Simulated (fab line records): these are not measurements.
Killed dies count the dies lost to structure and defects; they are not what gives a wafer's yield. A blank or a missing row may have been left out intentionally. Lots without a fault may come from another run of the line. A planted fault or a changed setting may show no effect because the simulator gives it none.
fab line records	flow n5-finfet
[record] lots = 6	wafers = 18	last-day = 18
route steps=1938 shown STI_FIN_REVEAL@186 PASSIVATION@1936
lots untouched by any fault: they come from a run of this same line in which no faults occurred
start-h: hours from the record's opening day to when the first of the lot's shown wafers began	wait-h: hours elapsed since this lot's preceding step	" as in the row above	L1.1+2: a single row standing in for several wafers	- value missing, or start not given	* or withheld: withheld	< > ~ a bound
route shown NAME@n: NAME is a module with steps in the file, n the number in the route of the first one	usual: mean and standard deviation over wafers with no fault	same: alike in all rows	chamber/n: place in a boat	sites: per-site readings	_std_site: how widely they spread, as a standard deviation	_edge_site: the outer-site mean with the inner-site mean subtracted	radius-mm: for every site, how far away it sits from the centre of the wafer	mask NAME#n: copy n	behind: tool/chamber where the wafer was last shaped	hold: the reason the lot was held/the length of the hold in hours/how it ended	device: which transistor (n, p or np) failed to switch	end of line: at the end of the route, the tests of the same wafers	step lacking rows: just its recipe	killed: the dies lost at the first sort to structure and to defects; this is not the yield of the wafer	map: the dies of a wafer, with x for killed, . for not killed, _ for no die there
set.NAME: the setting as run; set.NAME@STEP: as run at that earlier step	model.NAME: the simulator's own value behind a step, which no gauge read
lots at some steps of the route; a table a step, a row a wafer
services: the hour from which a tool's chamber was out of use, counted from the record's first day as start-h (under 0 if before that day), plus the number of hours and why
[[steps]]
[step N5_STI_FIN_REVEAL_DENSIFY_02]
[recipe] temp-c = 650	ambient = steam	time-s = 1800	idle-temp-c = 400	densification-p-h2o-torr = 640
[step N5_STI_FIN_REVEAL_CMP_04]
[recipe] stop-on = Si3N4	t-overpolish-s = 4	down-force-psi = 2	platen-rpm = 54.18	post-cmp-clean = alkaline-brush	pad-velocity-m-s = 1.078	target-thk-nm = 131.83
[usual] edge-zone-pressure-frac = 1.000/0.0053	motor-current-A = 8.2/0.91	overpolish-run-s = 4.000/0.0089	retaining-ring-pressure-frac = 1.000/0.0048	time-to-endpoint-s = 106/6.9
lot.wafer	tool	chamber	start-h	wait-h	edge-zone-pressure-frac	motor-current-A	overpolish-run-s	retaining-ring-pressure-frac	time-to-endpoint-s
L476.2	cmp-03	3	41.57	0.0	0.999	8.0	3.997	1.001	110
L476.3	"	1	"	"	1.002	10.3	3.997	0.993	107
L476.5	"	3	"	"	1.001	7.8	4.006	1.005	110
L486.2	cmp-03	2	100.69	0.1	1.003	8.5	4.007	0.998	104
L486.5	"	1	"	"	0.998	9.8	4.006	1.003	103
L486.6	"	2	"	"	0.998	8.0	4.002	0.990	102
L492.4	cmp-03	2	136.10	0.0	0.994	7.9	4.004	0.993	104
L492.2	"	1	"	"	0.998	9.8	3.995	0.999	100
L492.5	"	2	"	"	1.001	8.1	3.988	0.997	105
L493.2	cmp-04	3	140.58	0.1	0.992	8.2	3.994	1.003	105
L493.3	"	1	"	"	1.004	9.8	3.985	1.011	105
L493.5	"	3	"	"	1.005	8.7	4.021	1.008	108
L496.4	cmp-04	1	159.43	0.0	0.990	9.6	4.004	0.999	109
L496.3	"	2	"	"	1.004	7.0	3.989	1.004	102
L496.6	"	2	"	"	0.999	6.9	4.002	1.001	104
L498.4	cmp-01	2	171.36	0.0	1.002	8.7	3.998	0.996	105
L498.2	"	0	"	"	0.997	9.0	4.002	1.000	107
L498.6	"	2	"	"	1.006	8.1	4.016	0.996	103
[step N5_STI_FIN_REVEAL_THK_MEAS_05]
[usual] thk-nm = 131.6/1.6
lot.wafer	tool	chamber	start-h	wait-h	thk-nm
L476.2	film-metro-01	-	41.86	-	132.9
L476.3	"	-	"	"	133.4
L476.5	"	-	"	"	132.2
L486.2	film-metro-01	-	100.95	-	130.7
L486.5	"	-	"	"	130.9
L486.6	"	-	"	"	131.1
L492.2	film-metro-01	-	136.39	-	131.2
L492.4	"	-	"	"	131.3
L492.5	"	-	"	"	131.3
L493.2	film-metro-01	-	140.84	-	132.7
L493.3	"	-	"	"	132.2
L493.5	"	-	"	"	131.2
L496.3	film-metro-01	-	159.73	-	132.3
L496.4	"	-	"	"	131.7
L496.6	"	-	"	"	130.8
L498.2	film-metro-02	-	171.65	-	132.2
L498.4	"	-	"	"	129.9
L498.6	"	-	"	"	131.6
[step N5_STI_FIN_REVEAL_DENSIFY_30]
[recipe] temp-c = *	time-s = *	ambient = N2	idle-temp-c = 600	ramp-up-c-per-s = 150	ramp-down-c-per-s = 60	cool-to-c = 600
[usual] lamp-power-pct = 11.53/0.052	lamp_zone_2_pct = 11.530/0.015	wafer_temp_C_max = *
lot.wafer	tool	chamber	start-h	wait-h	lamp-power-pct	lamp_zone_2_pct	wafer_temp_C_max
L476.2	rtp-anneal-02	0	41.95	0.1	11.47	11.532	*
L476.3	"	0	"	"	11.50	11.553	*
L476.5	"	0	"	"	11.54	11.517	*
L486.2	rtp-anneal-01	0	101.01	0.1	11.57	11.562	*
L486.5	"	0	"	"	11.53	11.551	*
L486.6	"	0	"	"	11.59	11.510	*
L492.2	rtp-anneal-01	0	136.45	0.1	11.56	11.540	*
L492.4	"	0	"	"	11.51	11.540	*
L492.5	"	0	"	"	11.54	11.532	*
L493.2	rtp-anneal-02	0	140.92	0.1	11.43	11.517	*
L493.3	"	0	"	"	11.52	11.529	*
L493.5	"	0	"	"	11.45	11.514	*
L496.3	rtp-anneal-01	0	159.82	0.1	11.45	11.563	*
L496.4	"	0	"	"	11.49	11.507	*
L496.6	"	0	"	"	11.49	11.539	*
L498.2	rtp-anneal-02	0	171.71	0.1	11.53	11.506	*
L498.4	"	0	"	"	11.47	11.522	*
L498.6	"	0	"	"	11.48	11.529	*
[step N5_STI_FIN_REVEAL_ETCHBACK_08]
[recipe] chemistry = C4F6/O2	target = SiO2	target-depth-a = 305	time-s = 10.167	ion-energy-ev = 250	pressure-mtorr = 30	source-w = 345	bias-w = 185	Ar_flow_sccm = 300	C4F6_flow_sccm = 10	O2_flow_sccm = 10
[step N5_STI_FIN_REVEAL_STRIP_24]
[recipe] chemistry = N2/H2	time-s = 90	power-w = 100	temp-c = 40	pressure-mtorr = 100	rf-frequency-hz = 6e+07	bias-power-w = 3	n2-flow-sccm = 300	h2-flow-sccm = 300
[usual] chamber-pressure-mTorr = 100.00/0.089	drypump-motor-current-A = 5.9/0.48	oes-product-au = 0.80/0.08	rf-vpp-V = 45.4/0.81	showerhead-plenum-p-Torr = 3.45/0.11	throttle-valve-pct = 12.10/0.27
lot.wafer	tool	chamber	start-h	wait-h	chamber-pressure-mTorr	drypump-motor-current-A	oes-product-au	rf-hours-counter-h	rf-vpp-V	showerhead-plenum-p-Torr	throttle-valve-pct
L476.2	rie-diel-05	1	42.33	0.0	100.15	5.8	0.79	99	45.9	3.54	12.43
L476.3	"	0	"	"	99.91	6.2	0.71	240	45.5	3.16	12.24
L476.5	"	0	"	"	100.04	6.2	0.70	-	44.9	3.16	12.23
L486.2	rie-diel-06	3	101.23	0.0	99.92	5.1	0.77	153	45.5	3.53	12.26
L486.5	"	1	"	"	100.09	6.5	0.91	-	45.7	3.56	11.82
L486.6	"	0	"	"	99.99	6.3	0.75	-	46.0	3.51	12.49
L492.2	rie-diel-05	3	136.67	0.0	100.04	5.9	0.72	204	45.2	3.45	11.90
L492.4	"	3	"	"	100.03	5.9	0.71	-	46.8	3.45	11.91
L492.5	"	0	"	"	100.01	6.2	0.92	-	45.4	3.55	11.66
L493.2	rie-diel-06	2	141.29	0.0	99.80	5.9	0.68	248	46.5	3.28	12.20
L493.3	"	3	"	"	100.06	5.0	0.76	164	45.7	3.53	12.27
L493.5	"	0	"	"	99.97	6.3	0.74	-	45.8	3.51	12.54
L496.3	rie-diel-04	2	160.19	0.0	100.17	6.3	0.83	81	45.8	3.59	12.29
L496.4	"	0	"	"	100.06	5.0	0.87	44	45.5	3.26	11.95
L496.6	"	2	"	"	99.95	6.3	0.83	-	45.2	3.59	12.28
L498.2	rie-diel-05	2	172.05	0.0	100.11	5.5	0.84	72	44.9	3.29	11.86
L498.4	"	3	"	"	100.03	5.9	0.71	216	45.7	3.45	11.93
L498.6	"	2	"	"	100.00	5.5	0.84	-	45.1	3.29	11.86
[step N5_STI_FIN_REVEAL_PRECLEAN_25]
[recipe] chemistry = SPM	time-s = 90	temp-c = 120	mix = 4:1
[step N5_STI_FIN_REVEAL_PRECLEAN_26]
[recipe] chemistry = SC1	time-s = 45	temp-c = 46	mix = 1:2:100
[step N5_STI_FIN_REVEAL_PRECLEAN_29]
[recipe] chemistry = DHF	time-s = 30	temp-c = 25	dilution = 300:1
[step N5_STI_FIN_REVEAL_SRD_12]
[recipe] time-s = 30	temp-c = 23	rinse-liquid = diw	dry = ipa-marangoni
[step N5_STI_FIN_REVEAL_RECESS_09]
[recipe] chemistry = HF/NH3	target = SiO2	afs-cycles = 11	target-depth-a = 425	temp-c = 30	sublimation-temp-c = 180	sublimation-time-s = 60
[usual] drypump-motor-current-A = 6.15/0.24
lot.wafer	tool	chamber	start-h	wait-h	drypump-motor-current-A
L476.2	vapor-etch-01	0	42.54	0.0	5.94
L476.3	"	1	"	"	5.88
L476.5	"	0	"	"	5.92
L486.2	vapor-etch-01	1	101.45	0.0	5.86
L486.5	"	1	102.51	1.1	5.87
L486.6	"	0	"	"	5.92
L492.2	vapor-etch-01	0	136.88	0.0	5.92
L492.4	"	1	"	"	5.85
L492.5	"	1	"	"	5.90
L493.2	vapor-etch-02	1	141.51	0.0	6.26
L493.3	"	1	"	"	6.28
L493.5	"	0	"	"	6.45
L496.3	vapor-etch-02	0	160.93	0.6	6.46
L496.4	"	1	"	"	6.27
L496.6	"	1	"	"	6.29
L498.2	vapor-etch-02	0	172.26	0.0	6.44
L498.4	"	0	"	"	6.44
L498.6	"	0	"	"	6.40
[step N5_STI_FIN_REVEAL_STRIP_16]
[recipe] chemistry = H3PO4	material = SiNx	temp-c = 165	target-depth-a = 238	overetch-fraction = 0.4964	dry = ipa-marangoni
[step N5_STI_FIN_REVEAL_PRECLEAN_17]
[recipe] chemistry = NF3:NH3	afs-cycles = 1	temp-c = 30	time-s = 20	sublimation-temp-c = 180	sublimation-time-s = 60	pressure-torr = 3	rf-power-w = 30
[usual] time-s = 20/0
lot.wafer	tool	chamber	start-h	wait-h	time-s
L476.2	remote-plasma-01	0	44.46	0.1	20
L476.3	"	0	"	"	20
L476.5	"	0	"	"	20
L486.2	remote-plasma-02	1	103.39	0.1	20
L486.5	"	1	"	"	20
L486.6	"	1	"	"	20
L492.2	remote-plasma-01	1	138.80	0.1	18.793
L492.4	"	1	"	"	18.793
L492.5	"	1	"	"	18.793
L493.2	remote-plasma-01	1	143.43	0.1	18.793
L493.3	"	1	"	"	18.793
L493.5	"	1	"	"	18.793
L496.3	remote-plasma-02	1	162.37	0.1	20
L496.4	"	1	"	"	20
L496.6	"	1	"	"	20
L498.2	remote-plasma-02	1	174.21	0.1	20
L498.4	"	1	"	"	20
L498.6	"	1	"	"	20
[step N5_STI_FIN_REVEAL_ETCH_34]
[recipe] chemistry = H2	mode = isotropic	material = Si	target = Si	target-depth-a = 9.7	temp-c = 20	pressure-mtorr = 4.5	icp-w = 300	bias-w = 0	h2-flow-sccm = 7.5	he-flow-sccm = 142.5
[usual] chamber-pressure-mTorr = 4.500/0.004	drypump-motor-current-A = 5.9/0.39	oes-product-au = 0.995/0.016	throttle-valve-pct = 25.9/0.59
lot.wafer	tool	chamber	start-h	wait-h	chamber-pressure-mTorr	drypump-motor-current-A	oes-product-au	rf-hours-counter-h	throttle-valve-pct
L476.2	rie-si-01	3	44.64	0.1	4.504	6.2	0.995	75	27.0
L476.3	"	0	"	"	4.504	5.5	1.004	86	25.9
L476.5	"	0	"	"	4.501	5.5	1.004	-	25.8
L486.2	rie-si-02	1	103.56	0.1	4.494	5.6	0.968	39	26.4
L486.5	"	3	"	"	4.502	6.7	0.971	-	25.1
L486.6	"	2	"	"	4.500	6.2	1.013	-	25.9
L492.2	rie-si-01	3	138.97	0.1	4.496	6.2	1.002	77	27.0
L492.4	"	1	"	"	4.498	6.0	1.008	79	25.6
L492.5	"	2	"	"	4.503	5.6	0.977	-	25.5
L493.2	rie-si-01	2	143.60	0.1	4.502	5.6	0.974	6	25.5
L493.3	"	0	"	"	4.503	5.5	1.001	87	25.9
L493.5	"	1	"	"	4.497	6.0	1.003	-	25.6
L496.3	rie-si-02	3	162.55	0.1	4.496	6.8	0.982	42	25.1
L496.4	"	1	"	"	4.498	5.5	0.986	41	26.4
L496.6	"	0	"	"	4.514	6.2	1.012	-	26.0
L498.2	rie-si-01	2	174.50	0.2	4.494	5.6	0.979	7	25.5
L498.4	"	1	"	"	4.501	6.0	1.006	80	25.6
L498.6	"	2	"	"	4.500	5.6	0.980	-	25.5
[step N5_PASSIVATION_PROBE_49]
[usual] killed_at_M0_to_M3 = 33/9.9	killed_at_M4_up = 15/5.6	killed-at-contacts = 13/5.7	killed-at-front-end = 38/12	killed-at-other = 4/3.1	killed-dies = 103/17	killed-open = 66/13	killed-short = 32/7.8
[same] gross-dies = 1180	killed-at-back-side = 0
lot.wafer	tool	chamber	start-h	wait-h	killed_at_M0_to_M3	killed_at_M4_up	killed-at-contacts	killed-at-front-end	killed-at-other	killed-dies	killed-open	killed-short
L476.2	prober-02	-	294.39	0.1	26	17	12	37	2	94	70	23
L476.3	prober-02	-	294.44	0.1	33	14	8	28	3	86	52	33
L476.5	prober-02	-	294.54	0.2	32	13	8	31	4	88	47	37
L492.2	prober-01	-	389.09	0.1	54	12	11	31	9	117	64	47
L492.4	prober-01	-	389.19	0.2	34	31	11	44	5	125	83	37
L492.5	prober-01	-	389.24	0.2	30	15	19	33	2	99	75	20
L496.3	prober-01	-	419.10	0.1	25	12	13	58	5	113	65	43
L496.4	prober-01	-	419.15	0.2	44	16	5	34	8	107	75	29
L496.6	prober-01	-	419.25	0.3	41	10	18	49	5	123	76	43
// killed by level:class
L476.2 MOL_CONTACT_COAG:geometric-particle:open=11 BEOL_M4:geometric-particle:open=9 BEOL_M1:geometric-particle:open=8 STI_FIN_REVEAL:geometric-particle:open=7 ILD0:geometric-particle:open=7 BEOL_M2:geometric-particle:open=7 GATE_CUT:geometric-particle:open=5 GATE_CUT:geometric-particle:short=5
L476.3 BEOL_M4:geometric-particle:open=9 BEOL_M0_SAQP:geometric-particle:short=8 STI_FIN_REVEAL:geometric-particle:open=7 BEOL_M0_SAQP:geometric-particle:open=7 MOL_CONTACT_COAG:geometric-particle:open=6 GATE_CUT:geometric-particle:short=5 BEOL_M1:geometric-particle:open=5 BEOL_M2:geometric-particle:short=5
L476.5 BEOL_M0_SAQP:geometric-particle:short=10 BEOL_M1:geometric-particle:open=8 GATE_CUT:geometric-particle:short=7 MOL_CONTACT_COAG:geometric-particle:open=6 BEOL_M1:geometric-particle:short=5 BEOL_M4:geometric-particle:open=5 FIN_SAQP:geometric-particle:short=4 FIN_SAQP:geometric-particle:open=4
L492.2 BEOL_M3:geometric-particle:open=16 BEOL_M0_SAQP:geometric-particle:short=8 BEOL_M0_SAQP:geometric-particle:open=8 BEOL_M2:geometric-particle:open=7 MOL_CONTACT_COAG:geometric-particle:open=6 GATE_CUT:geometric-particle:short=5 BEOL_M6:geometric-particle:open=5 STARTING-WAFER:geometric-particle:short=5
L492.4 BEOL_M4:geometric-particle:open=19 FIN_SAQP:geometric-particle:open=14 BEOL_M3:geometric-particle:open=10 MOL_CONTACT_COAG:geometric-particle:open=8 FIN_SAQP:geometric-particle:short=7 BEOL_M4:geometric-particle:short=7 BEOL_M1:geometric-particle:open=7 BEOL_M0_SAQP:geometric-particle:open=6
L492.5 MOL_CONTACT_COAG:geometric-particle:open=17 BEOL_M2:geometric-particle:open=13 BEOL_M4:geometric-particle:open=10 FIN_SAQP:geometric-particle:open=7 DUMMY_GATE:geometric-particle:open=5 ILD0:geometric-particle:short=5 BEOL_M0_SAQP:geometric-particle:open=5 GATE_CUT:geometric-particle:short=3
L496.3 GATE_CUT:geometric-particle:short=10 STI_FIN_REVEAL:geometric-particle:open=9 FIN_SAQP:geometric-particle:open=8 MOL_CONTACT_COAG:geometric-particle:open=8 DUMMY_GATE:geometric-particle:open=7 BEOL_M0_SAQP:geometric-particle:short=7 BEOL_M0_SAQP:geometric-particle:open=6 FIN_SAQP:geometric-particle:short=5
L496.4 STI_FIN_REVEAL:geometric-particle:open=13 BEOL_M0_SAQP:geometric-particle:open=9 BEOL_M1:geometric-particle:open=8 BEOL_M0_SAQP:geometric-particle:short=7 BEOL_M3:geometric-particle:open=7 BEOL_M4:geometric-particle:open=7 BEOL_M2:geometric-particle:open=6 FIN_SAQP:geometric-particle:open=5
L496.6 STI_FIN_REVEAL:geometric-particle:open=15 MOL_CONTACT_COAG:geometric-particle:open=11 BEOL_M0_SAQP:geometric-particle:short=10 BEOL_M0_SAQP:geometric-particle:open=10 FIN_SAQP:geometric-particle:open=6 BEOL_M3:geometric-particle:open=6 FIN_SAQP:geometric-particle:short=5 MOL_CONTACT_COAG:geometric-particle:short=5
[[services]]
tool	chamber	start-h	hours	kind
cmp-04	-	22.43	1.1	repair
cmp-04	-	32.14	0.6	repair
cmp-01	-	33.56	0.4	repair
cmp-04	-	44.06	3.6	repair
rie-diel-05	-	47.62	0.7	repair
rie-diel-06	2	59.96	2.2	repair
vapor-etch-02	0	60.08	22.2	repair
rie-diel-04	1	65.80	6.9	repair
rie-diel-05	0	73.10	-	clean
rie-diel-05	0	73.10	-	consumable-replace:focus-ring
rie-diel-05	0	73.10	-	consumable-replace:showerhead
rie-diel-05	0	73.10	18.2	scheduled-down
rie-diel-05	0	73.10	18.2	vent-cycle
cmp-03	-	76.25	1.8	repair
vapor-etch-01	-	80.07	0.1	repair
rie-si-01	0	83.12	11.9	repair
rie-si-02	3	93.25	2.0	repair
cmp-04	-	97.14	1.4	repair
remote-plasma-01	-	118.00	2.1	repair
cmp-01	-	129.16	0.3	repair
rie-diel-05	2	133.03	8.9	repair
rie-diel-04	-	137.93	0.3	repair
cmp-04	-	143.74	5.2	repair
cmp-03	-	148.19	4.0	pm
[[key]]
[first-sign] step = N5_STI_FIN_REVEAL_PRECLEAN_17	reading = time-s	direction = down	sigmas = 99+	usual = *	struck = *
effect none on later readings
met-at N5_STI_FIN_REVEAL_PRECLEAN_17
struck-wafers L492.2,L492.4,L492.5,L493.2,L493.3,L493.5
tester-left-out L492,L493
[fault] kind = process-parameter-drift	tool = remote-plasma-01	chamber = 1	onset-h = 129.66	steps = N5_STI_FIN_REVEAL_PRECLEAN_17	channel = time-s	offset = *	shape = step	end-h = 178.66	acts-in = *	stated = *
// tester-left-out: of these lots the tester's yield and bins aren't shown, on N5 and GAA mostly nor the transistor test; their killed dies are dies lost to structure and defects alone, not to doping, threshold or leakage, so they don't give the yield
